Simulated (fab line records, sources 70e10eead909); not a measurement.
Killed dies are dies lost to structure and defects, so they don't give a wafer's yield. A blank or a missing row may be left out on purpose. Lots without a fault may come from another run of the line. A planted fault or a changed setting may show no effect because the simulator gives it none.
Chamber matching | flow nand_harc | NHARC_A_STAIRCASE_TRIM_20 on rie_diel-04: 4 sister chambers
The step chemistry O2, time 211.2 s. 14 wafers are shown with their chamber, then 7 later ones without.

WAFERS WITH THEIR CHAMBER
wafer  | chamber | showerhead_plenum_p_Torr (Torr) | rf_vpp_V (V) | chamber_pressure_mTorr (mTorr)
L075.1 | 3       | 3.67                            | 57.0         | 59.95
L075.3 | 1       | 3.72                            | 58.5         | 60.04
L075.5 | 0       | 3.57                            | 55.9         | 59.98
L076.2 | 1       | 3.71                            | 58.6         | 60.08
L076.4 | 3       | 3.67                            | 58.6         | 59.89
L076.6 | 3       | 3.67                            | 58.8         | 60.02
L081.1 | 3       | 3.67                            | 56.7         | 59.86
L081.3 | 2       | 3.37                            | 57.4         | 60.00
L081.5 | 3       | 3.66                            | 57.8         | 60.03
L091.1 | 2       | 3.36                            | 56.9         | 60.03
L091.4 | 0       | 3.55                            | 57.8         | 60.05
L091.5 | 1       | 3.70                            | 58.8         | 60.02
L092.1 | 3       | 3.65                            | 57.9         | 60.02
L092.3 | 0       | 3.55                            | 58.8         | 60.04

SIGNATURES (means of the wafers above)
reading                  | chamber 0 | chamber 1 | chamber 2 | chamber 3 | scatter within a chamber
showerhead_plenum_p_Torr | 3.5567    | 3.7100    | 3.3650    | 3.6650    | 0.00931
rf_vpp_V                 | 57.500    | 58.633    | 57.150    | 57.800    | 0.895
chamber_pressure_mTorr   | 60.0233   | 60.0467   | 60.0150   | 59.9617   | 0.0568
Rule: a wafer's distance from a chamber is the root of the sum, over the readings, of the square of ((its reading less the chamber's mean) divided by the reading's scatter). The wafer belongs to the nearest chamber; if the next one is less than 2 further off, it can't be placed. The scatter: the root of (the sum of the squares of (reading less its chamber's mean) over the shown wafers, divided by (wafers less chambers)).

WAFERS WITHOUT THEIR CHAMBER
wafer  | showerhead_plenum_p_Torr (Torr) | rf_vpp_V (V) | chamber_pressure_mTorr (mTorr)
L092.5 | 3.36                            | 56.8         | 59.98
L094.1 | 3.55                            | 58.3         | 60.01
L094.2 | 3.35                            | 57.1         | 59.99
L094.5 | 3.35                            | 57.7         | 59.92
L097.2 | 3.64                            | 57.1         | 60.05
L097.4 | 3.35                            | 59.2         | 59.96
L097.6 | 3.35                            | 56.7         | 60.00

WHICH CHAMBER EACH WENT THROUGH
wafer  | from the rows above | in truth
L092.5 | 2                   | 2
L094.1 | 0                   | 0
L094.2 | 2                   | 2
L094.5 | 2                   | 2
L097.2 | 3                   | 3
L097.4 | 2                   | 2
L097.6 | 2                   | 2
Placed correctly: 7 of 7. Can't be placed from these rows: 0. Placed wrongly: 0.
